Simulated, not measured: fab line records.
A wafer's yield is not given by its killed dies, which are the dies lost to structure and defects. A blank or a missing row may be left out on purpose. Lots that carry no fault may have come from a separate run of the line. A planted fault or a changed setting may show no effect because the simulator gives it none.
fab line records | flow nand_harc
record: lots: 12 wafers: 36 last_day: 33
route steps=1302 shown A_STAIRCASE@741 END@1302
lots with no fault: from the same line, run without faults
start_h: start of the lot's first displayed wafer, in hours after the record's first day | wait_h: hours since the lot's step before | " identical to the entry in the row above | L1.1+2: one row covering several wafers at once | - no value present, or no start provided | * or withheld: withheld | < > ~ a bound
route shown NAME@n: names a module that has steps shown in the file, with the first one's number in the route | usual: mean/standard deviation taken from wafers without a fault | same: alike in all rows | chamber/n: place in a boat | sites: readings site by site | _std_site: how widely they spread, as a standard deviation | _edge_site: the outer-site mean with the inner-site mean subtracted | radius_mm: how far each site lies from the wafer's centre | mask NAME#n: copy n | behind: the tool/chamber that last shaped the wafer | hold: why the lot was held/for how many hours/how that ended | device: transistor that didn't switch, given as n, p or np | end of line: the same wafers' tests at the end of the route | a step given without rows: its recipe and nothing more | killed: at the first sort, the dies lost to defects and structure; wafer yield is something else | map: the dies of a wafer, with x for killed, . for not killed, _ for no die there
set.NAME: setting as actually run; set.NAME@STEP: the setting as run at that earlier step | model.NAME: the simulator's own value behind a step, which no gauge read
route steps across a sampled set of lots; one table per step, one row per wafer
services: when a tool's chamber went out of use (start_h, in hours from the record's first day, below 0 if earlier), for how many hours, and the reason
== steps ==
step: NHARC_A_STAIRCASE_ETCH_227
recipe: target_depth_a: 1000 time_s: 40.5 ion_energy_ev: 400 c4f8_flow_sccm: 20 o2_flow_sccm: 10 ar_flow_sccm: withheld rf_w: 600 bias_w: 1000 chemistry: C4F8/O2
usual: oes_product_au: 0.944/0.013 rf_vpp_V: 897/5.6
columns lot.wafer tool chamber start_h wait_h oes_product_au rf_hours_counter_h rf_vpp_V
L573.4 rie_diel-13 2 - - 0.962 1 897
L573.5 " 2 " " 0.970 - 897
L573.6 " 3 " " 0.937 - 889
L575.2 rie_diel-13 0 - - 0.942 13 892
L575.4 " 1 " " 0.946 13 905
L575.6 " 2 " " 0.956 - 897
L576.4 rie_diel-04 2 - - 0.955 7 906
L576.1 " 3 " " 0.952 3 893
L576.6 " 1 " " 0.938 - 903
L582.3 rie_diel-13 2 - - 0.973 38 895
L582.4 " 0 " " 0.939 42 892
L582.2 " 1 " " 0.953 41 906
L585.1 rie_diel-13 3 - - 0.923 46 888
L585.5 " 3 " " 0.931 - 884
L585.6 " 0 " " 0.922 - 892
L584.4 rie_diel-04 2 - - 0.939 28 906
L584.2 " 3 " " 0.946 27 893
L584.5 " 2 " " 0.947 - 905
L588.3 rie_diel-13 1 - - 0.945 53 906
L588.2 " 3 " " 0.946 59 886
L588.6 " 2 " " 0.970 - 896
L590.2 rie_diel-04 0 - - 0.931 51 900
L590.4 " 1 " " 0.926 44 903
L590.3 " 3 " " 0.950 43 893
L589.4 rie_diel-04 3 - - 0.946 43 892
L589.1 " 0 " " 0.933 51 900
L589.5 " 0 " " 0.931 - 898
L592.2 rie_diel-13 3 - - 0.947 14 885
L592.3 " 2 " " 0.957 13 895
L592.6 " 3 " " 0.941 - 887
L594.1 rie_diel-08 0 - - 0.956 7 897
L594.3 " 1 " " 0.923 7 895
L594.4 " 2 " " 0.943 6 895
L596.2 rie_diel-04 1 - - 0.936 18 902
L596.4 " 2 " " 0.953 22 906
L596.5 " 2 " " 0.955 - 904
step: NHARC_A_STAIRCASE_TRIM_229
recipe: time_s: 211.2 o2_flow_sccm: 500 ar_flow_sccm: 0 bias_w: 0 chemistry: O2
usual: drypump_motor_current_A: 5.8/0.48 oes_product_au: 1.001/0.011 rf_vpp_V: 57.8/0.92 showerhead_plenum_p_Torr: 3.55/0.16 throttle_valve_pct: 17.037/0.0088
columns lot.wafer tool chamber start_h wait_h drypump_motor_current_A oes_product_au rf_hours_counter_h rf_vpp_V showerhead_plenum_p_Torr throttle_valve_pct
L573.4 rie_diel-13 2 355.38 0.1 5.9 1.020 1 56.2 3.55 17.043
L573.5 " 0 " " 5.9 1.007 - 58.4 3.43 17.035
L573.6 " 1 " " 5.5 1.005 - 59.1 3.81 17.030
L575.2 rie_diel-04 1 382.81 0.1 4.8 0.994 6 57.7 3.71 17.035
L575.4 " 1 " " 4.8 1.002 - 58.9 3.71 17.048
L575.6 " 2 " " 6.0 1.008 - 58.8 3.81 17.032
L576.1 rie_diel-13 2 397.11 0.1 5.9 1.011 16 57.3 3.54 17.028
L576.4 " 0 " " 5.9 0.987 16 57.0 3.42 17.031
L576.6 " 2 " " 5.9 1.018 - 57.7 3.54 17.029
L582.4 rie_diel-13 2 470.86 0.1 5.9 1.020 38 57.2 3.53 17.048
L582.2 " 3 " " 6.6 0.999 43 58.4 3.30 17.027
L582.3 " 1 " " 5.5 1.192 41 58.4 3.78 17.029
L585.1 rie_diel-13 3 475.84 0.1 6.6 0.995 46 56.7 3.30 17.043
L585.5 " 2 " " 5.9 1.202 - 58.2 3.53 17.040
L585.6 " 3 " " 6.6 1.186 - 57.2 3.30 17.037
L584.4 rie_diel-13 0 479.03 0.1 5.9 1.007 45 57.7 3.40 17.041
L584.2 " 1 " " 5.5 0.990 44 61.1 3.78 17.021
L584.5 " 3 " " 6.6 1.192 - 57.5 3.30 17.030
L588.3 rie_diel-04 1 516.49 0.1 4.8 0.995 41 56.7 3.69 17.027
L588.2 " 2 " " 6.0 1.012 37 58.1 3.79 17.025
L588.6 " 3 " " 6.3 1.006 - 58.0 3.42 17.036
L590.4 rie_diel-04 0 524.55 0.1 6.1 1.001 51 56.4 3.62 17.048
L590.2 " 2 " " 6.0 1.020 41 58.6 3.78 17.044
L590.3 " 3 " " 6.4 1.000 43 57.5 3.41 17.025
L589.4 rie_diel-08 1 525.39 0.1 5.9 1.016 45 57.1 3.47 17.021
L589.1 " 0 " " 5.5 0.997 44 59.5 3.54 17.048
L589.5 " 1 " " 5.9 1.001 - 58.3 3.47 17.037
L592.3 rie_diel-04 0 560.05 0.1 6.1 0.972 9 57.0 3.62 17.045
L592.2 " 1 " " 4.8 0.989 8 58.1 3.68 17.024
L592.6 " 2 " " 6.0 1.015 - 60.4 3.78 17.029
L594.4 rie_diel-13 0 575.43 0.1 5.9 1.003 16 57.7 3.39 17.050
L594.3 " 1 " " 5.5 0.991 17 58.8 3.77 17.038
L594.1 " 2 " " 5.9 1.020 20 58.1 3.51 17.032
L596.4 rie_diel-04 0 595.98 0.1 6.1 0.992 19 58.4 3.61 17.057
L596.2 " 1 " " 4.8 0.992 18 58.2 3.67 17.041
L596.5 " 0 " " 6.1 0.979 - 56.5 3.61 17.048
step: NHARC_A_STAIRCASE_TRIM_231
recipe: time_s: 211.2 o2_flow_sccm: 500 ar_flow_sccm: 0 bias_w: 0 chemistry: O2
usual: drypump_motor_current_A: 5.8/0.47 oes_product_au: 1.000/0.011 rf_vpp_V: 57.9/0.94 showerhead_plenum_p_Torr: 3.55/0.16 throttle_valve_pct: 17.036/0.0088
columns lot.wafer tool chamber start_h wait_h drypump_motor_current_A oes_product_au rf_hours_counter_h rf_vpp_V showerhead_plenum_p_Torr throttle_valve_pct
L573.4 rie_diel-13 3 - - 6.6 0.988 1 58.7 3.33 17.042
L573.5 " 0 " " 5.9 1.008 - 56.7 3.43 17.034
L573.6 " 1 " " 5.6 0.999 - 58.6 3.81 17.035
L575.2 rie_diel-04 2 - - 6.1 1.018 4 57.3 3.81 17.044
L575.4 " 0 " " 6.1 0.982 - 59.2 3.65 17.036
L575.6 " 2 " " 6.1 1.019 - 59.6 3.81 17.041
L576.1 rie_diel-13 3 - - 6.6 1.003 16 58.2 3.32 17.040
L576.4 " 0 " " 5.9 1.001 16 56.6 3.42 17.035
L576.6 " 3 " " 6.6 0.993 - 56.8 3.32 17.023
L582.2 rie_diel-13 1 - - 5.5 1.001 41 58.8 3.78 17.036
L582.3 " 3 " " 6.6 1.001 43 56.4 3.31 17.039
L582.4 " 0 " " 5.9 0.992 42 58.6 3.40 17.047
L585.1 rie_diel-13 1 - - 5.5 0.988 43 57.5 3.78 17.037
L585.6 " 0 " " 5.9 0.996 - 56.6 3.40 17.033
L585.5 " 1 " " 5.5 1.000 - 58.4 3.78 17.037
L584.4 rie_diel-13 1 - - 5.5 0.992 44 58.1 3.78 17.032
L584.2 " 2 " " 5.9 1.009 41 57.6 3.53 17.055
L584.5 " 0 " " 5.9 0.986 - 56.7 3.40 17.040
L588.3 rie_diel-04 0 - - 6.1 0.977 46 58.5 3.62 17.038
L588.2 " 2 " " 6.0 1.016 37 59.6 3.79 17.046
L588.6 " 0 " " 6.1 0.994 - 57.2 3.62 17.038
L590.3 rie_diel-04 0 - - 6.1 0.997 51 56.1 3.62 17.044
L590.2 " 1 " " 4.8 0.997 45 57.9 3.68 17.052
L590.4 " 2 " " 6.0 1.011 41 57.6 3.78 17.038
L589.4 rie_diel-08 2 - - 5.4 1.000 40 57.7 3.51 17.055
L589.1 " 3 " " 5.5 1.002 50 56.7 3.37 17.028
L589.5 " 1 " " 5.9 1.010 - 58.9 3.47 17.040
L592.3 rie_diel-04 0 - - 6.1 0.976 9 58.2 3.62 17.034
L592.2 " 3 " " 6.4 0.997 9 58.4 3.41 17.021
L592.6 " 0 " " 6.1 0.990 - 58.5 3.62 17.041
L594.3 rie_diel-13 1 - - 5.5 0.991 17 58.9 3.77 17.040
L594.4 " 2 " " 5.9 1.014 20 56.7 3.51 17.035
L594.1 " 3 " " 6.6 0.990 19 56.8 3.29 17.034
L596.2 rie_diel-04 0 - - 6.1 0.987 19 57.2 3.61 17.031
L596.4 " 1 " " 4.8 1.009 19 57.9 3.67 17.039
L596.5 " 0 " " 6.1 0.991 - 57.8 3.61 17.051
step: NHARC_A_STAIRCASE_ETCH_234
recipe: target_depth_a: 1000 time_s: 40.5 ion_energy_ev: 400 c4f8_flow_sccm: 20 o2_flow_sccm: 10 ar_flow_sccm: withheld rf_w: 600 bias_w: 1000 chemistry: C4F8/O2
usual: oes_product_au: 0.943/0.013 rf_vpp_V: 897/5.7
columns lot.wafer tool chamber start_h wait_h oes_product_au rf_hours_counter_h rf_vpp_V
L573.4 rie_diel-13 0 - - 0.953 1 893
L573.5 " 2 " " 0.972 - 896
L573.6 " 3 " " 0.935 - 889
L575.2 rie_diel-04 2 - - 0.947 4 904
L575.6 " 1 " " 0.936 - 905
L575.4 " 2 " " 0.934 - 907
L576.4 rie_diel-13 3 - - 0.933 16 889
L576.1 " 2 " " 0.960 17 896
L576.6 " 0 " " 0.926 - 892
L582.3 rie_diel-13 0 - - 0.939 43 890
L582.2 " 1 " " 0.934 41 908
L582.4 " 2 " " 0.949 38 896
L585.1 rie_diel-13 1 - - 0.933 43 905
L585.6 " 0 " " 0.948 - 892
L585.5 " 1 " " 0.930 - 904
L584.4 rie_diel-13 2 - - 0.953 41 896
L584.2 " 0 " " 0.937 45 890
L584.5 " 2 " " 0.957 - 897
L588.2 rie_diel-04 3 - - 0.943 39 892
L588.3 " 0 " " 0.939 47 900
L588.6 " 3 " " 0.932 - 893
L590.2 rie_diel-04 0 - - 0.928 51 900
L590.3 " 1 " " 0.946 45 903
L590.4 " 3 " " 0.932 44 891
L589.4 rie_diel-08 0 - - 0.963 44 896
L589.1 " 1 " " 0.941 46 894
L589.5 " 1 " " 0.944 - 894
L592.2 rie_diel-04 1 - - 0.946 9 901
L592.3 " 2 " " 0.974 9 904
L592.6 " 0 " " 0.915 - 900
L594.3 rie_diel-13 3 - - 0.945 19 887
L594.4 " 1 " " 0.929 17 905
L594.1 " 2 " " 0.959 20 895
L596.4 rie_diel-04 3 - - 0.945 23 892
L596.2 " 0 " " 0.920 19 900
L596.5 " 0 " " 0.921 - 899
step: NHARC_END_SORT_01
recipe: temp_c: 25
usual: killed_at_array: 55/20 killed_at_other: 1.2/1.3 killed_at_periphery: 4.0/3 killed_dies: 60/21 killed_open: 3.2/1.9 killed_short: 2.5/1.6
same: gross_dies: 677
columns lot.wafer tool chamber start_h wait_h killed_at_array killed_at_other killed_at_periphery killed_dies killed_open killed_short
L584.2 prober-02 0 674.48 2.8 72 3 1 76 0 0
L584.4 prober-02 0 676.07 3.4 79 2 5 86 5 1
L584.5 prober-02 0 676.87 3.7 656 4 5 665 3 2
L585.1 prober-01 0 684.72 2.5 68 0 8 76 4 1
L585.5 prober-01 0 687.89 3.7 640 2 6 648 4 1
L585.6 prober-01 0 688.69 4.0 657 1 2 660 2 3
L582.2 prober-01 0 693.28 2.8 43 1 3 47 3 3
L582.3 prober-01 0 694.07 3.1 588 6 2 596 4 0
L582.4 prober-01 0 694.85 3.4 70 1 1 72 3 5
L590.2 prober-02 0 724.54 2.8 81 1 2 84 6 0
L590.3 prober-02 0 725.34 3.1 72 0 5 77 2 2
L590.4 prober-02 0 726.14 3.4 88 1 4 93 3 3
L594.1 prober-01 0 771.06 2.6 50 0 0 50 1 3
L594.3 prober-01 0 772.65 3.1 54 1 2 57 4 2
L594.4 prober-01 0 773.44 3.4 48 1 2 51 2 0
killed by level:class
L584.2 A_CHANNEL_HOLE_D1:chamber_film_flake=38 A_CHANNEL_HOLE_D2:chamber_film_flake=23 A_CHANNEL_FILL_D2:chamber_film_flake=3 THIN_TSV:chamber_film_flake=3 A_STAIRCASE:chamber_film_flake=2 A_CONTACT:chamber_film_flake=2 P_STI:chamber_film_flake=1 A_CHANNEL_FILL_D1:chamber_film_flake=1
L584.4 A_CHANNEL_HOLE_D1:chamber_film_flake=36 A_CHANNEL_HOLE_D2:chamber_film_flake=19 P_STI:chamber_film_flake=5 A_CONTACT:chamber_film_flake=5 A_SLIT:chamber_film_flake=3 A_CHANNEL_FILL_D2:chamber_film_flake=3 A_STAIRCASE:chamber_film_flake=3 A_WL_FILL:chamber_film_flake=3
L584.5 A_STAIRCASE:area_trim=590 A_CHANNEL_HOLE_D1:chamber_film_flake=29 A_CHANNEL_HOLE_D2:chamber_film_flake=15 A_CHANNEL_FILL_D2:chamber_film_flake=8 P_STI:chamber_film_flake=4 A_CONTACT:chamber_film_flake=4 THIN_TSV:chamber_film_flake=4 A_STAIRCASE:chamber_film_flake=3
L585.1 A_SLIT:chamber_film_flake=34 A_CHANNEL_HOLE_D2:chamber_film_flake=12 A_CONTACT:chamber_film_flake=9 P_BONDPAD:chamber_film_flake=5 A_CHANNEL_HOLE_D1:chamber_film_flake=3 P_GATE:chamber_film_flake=2 A_WL_FILL:chamber_film_flake=2 A_ONON_D1:geometric_particle:short=1
L585.5 A_STAIRCASE:area_trim=588 A_SLIT:chamber_film_flake=17 A_CHANNEL_HOLE_D2:chamber_film_flake=12 A_CHANNEL_HOLE_D1:chamber_film_flake=8 A_CONTACT:chamber_film_flake=7 A_STAIRCASE:chamber_film_flake=3 P_GATE:chamber_film_flake=2 P_BONDPAD:chamber_film_flake=2
L585.6 A_STAIRCASE:area_trim=592 A_SLIT:chamber_film_flake=31 A_CHANNEL_HOLE_D2:chamber_film_flake=15 A_CHANNEL_HOLE_D1:chamber_film_flake=5 A_STAIRCASE:chamber_film_flake=3 A_WL_FILL:chamber_film_flake=3 A_CONTACT:chamber_film_flake=3 A_ONON_D1:geometric_particle:short=1
L582.2 A_SLIT:chamber_film_flake=21 A_CHANNEL_HOLE_D1:chamber_film_flake=6 A_CHANNEL_HOLE_D2:chamber_film_flake=5 A_STAIRCASE:chamber_film_flake=2 A_SLIT:unspecified=2 A_BONDPAD:chamber_film_flake=2 P_CONTACT:geometric_particle:open=1 P_M0:geometric_particle:open=1
L582.3 A_STAIRCASE:area_trim=538 A_SLIT:chamber_film_flake=24 THIN_TSV:chamber_film_flake=6 A_CHANNEL_HOLE_D1:chamber_film_flake=5 A_STAIRCASE:chamber_film_flake=5 A_CHANNEL_HOLE_D2:chamber_film_flake=4 A_M0:geometric_particle:open=2 A_CHANNEL_FILL_D1:chamber_film_flake=2
L582.4 A_SLIT:chamber_film_flake=28 A_CHANNEL_HOLE_D2:chamber_film_flake=14 A_CHANNEL_HOLE_D1:chamber_film_flake=11 A_STAIRCASE:chamber_film_flake=5 A_DECK1_JOINT:geometric_particle:short=2 A_SLIT:unspecified=2 A_BONDPAD:chamber_film_flake=2 P_BONDPAD:geometric_particle:open=1
L590.2 A_SLIT:chamber_film_flake=34 A_CHANNEL_HOLE_D1:chamber_film_flake=27 A_CONTACT:chamber_film_flake=5 A_WL_FILL:chamber_film_flake=4 A_STAIRCASE:chamber_film_flake=3 A_M1:geometric_particle:open=2 A_M0:chamber_film_flake=2 A_DECK1_JOINT:geometric_particle:open=1
L590.3 A_CHANNEL_HOLE_D1:chamber_film_flake=32 A_SLIT:chamber_film_flake=25 A_STAIRCASE:chamber_film_flake=5 A_CONTACT:chamber_film_flake=3 A_CONTACT:geometric_particle:open=2 P_STI:chamber_film_flake=2 P_GATE:chamber_film_flake=2 A_WL_FILL:chamber_film_flake=2
L590.4 A_CHANNEL_HOLE_D1:chamber_film_flake=32 A_SLIT:chamber_film_flake=31 A_CONTACT:chamber_film_flake=6 A_STAIRCASE:chamber_film_flake=5 A_CHANNEL_FILL_D2:chamber_film_flake=4 P_GATE:chamber_film_flake=2 P_CONTACT:chamber_film_flake=2 A_CHANNEL_HOLE_D2:chamber_film_flake=2
L594.1 A_CHANNEL_HOLE_D2:chamber_film_flake=24 A_CONTACT:chamber_film_flake=12 A_SLIT:chamber_film_flake=5 A_CHANNEL_HOLE_D1:unspecified=4 A_CHANNEL_FILL_D1:geometric_particle:short=2 A_ONON_D1:geometric_particle:open=1 A_CHANNEL_FILL_D2:geometric_particle:short=1 A_ZERO_WELL:chamber_film_flake=1
L594.3 A_CHANNEL_HOLE_D2:chamber_film_flake=30 A_SLIT:chamber_film_flake=9 A_CONTACT:chamber_film_flake=6 A_CHANNEL_HOLE_D1:unspecified=3 P_CONTACT:geometric_particle:open=2 A_SOURCE_PLATE:geometric_particle:short=1 A_ONON_D2:geometric_particle:short=1 A_CHANNEL_HOLE_D2:geometric_particle:open=1
L594.4 A_CHANNEL_HOLE_D2:chamber_film_flake=19 A_SLIT:chamber_film_flake=12 A_CONTACT:chamber_film_flake=12 P_M1:chamber_film_flake=2 A_ONON_D1:geometric_particle:open=1 A_WL_FILL:geometric_particle:open=1 A_CHANNEL_HOLE_D1:unspecified=1 A_CHANNEL_HOLE_D1:chamber_film_flake=1
== services ==
columns tool chamber start_h hours kind
rie_diel-13 - 342.06 9.0 pm
rie_diel-13 0 342.06 9.0 vent_cycle
rie_diel-13 1 342.06 9.0 vent_cycle
rie_diel-13 2 342.06 9.0 vent_cycle
rie_diel-13 3 342.06 9.0 vent_cycle
rie_diel-13 0 351.06 - clean
rie_diel-13 1 351.06 - clean
rie_diel-13 1 351.06 - consumable_replace:showerhead
rie_diel-13 2 351.06 - clean
rie_diel-13 3 351.06 - clean
rie_diel-04 - 356.45 9.0 pm
rie_diel-04 3 366.72 9.6 repair
rie_diel-08 - 368.13 9.0 pm
rie_diel-13 0 375.56 - clean
rie_diel-04 3 380.24 6.1 repair
rie_diel-04 1 398.20 6.0 repair
rie_diel-08 2 464.98 26.5 repair
rie_diel-13 1 502.11 6.3 repair
rie_diel-13 3 503.17 2.0 repair
rie_diel-13 - 519.06 9.0 pm
rie_diel-04 - 533.45 9.0 pm
rie_diel-08 - 545.13 9.0 pm
rie_diel-13 0 590.19 16.5 repair
rie_diel-13 3 593.53 2.5 repair
== key ==
first_sign: step: NHARC_A_STAIRCASE_TRIM_229 reading: oes_product_au direction: up sigmas: 17 usual: 1.001 struck: 1.193
effect: step: NHARC_END_SORT_01 reading: killed_at_array direction: up sigmas: 29 usual: 55 struck: 635
more_kills_born_at: NHARC_A_STAIRCASE_TRIM_229@rie_diel-13: 2308
met_at NHARC_A_STAIRCASE_TRIM_229
struck_lots L582,L584,L585
struck_wafers L582.3,L584.5,L585.5,L585.6
later_rows_left_out L582.3,L584.5,L585.5,L585.6
tester_left_out L582,L584,L585
not_acting_at NHARC_A_STAIRCASE_ETCH_227,NHARC_A_STAIRCASE_TRIM_231,NHARC_A_STAIRCASE_ETCH_234
onset_between 397.11 470.86
fault: kind: process_parameter_drift tool: rie_diel-13 chamber: - onset_h: 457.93 steps: NHARC_A_STAIRCASE_TRIM_229 channel: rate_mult offset: 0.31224 shape: step end_h: 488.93 scope: struck_wafers_only
tester_left_out: of these lots the tester's yield and bins aren't shown, on N5 and GAA mostly nor the transistor test; their killed dies are dies lost to structure and defects alone, not to doping, threshold or leakage, so they don't give the yield
later_rows_left_out: the simulator's readings of these wafers behind a module that went badly wrong aren't trusted and aren't shown, but for the sort
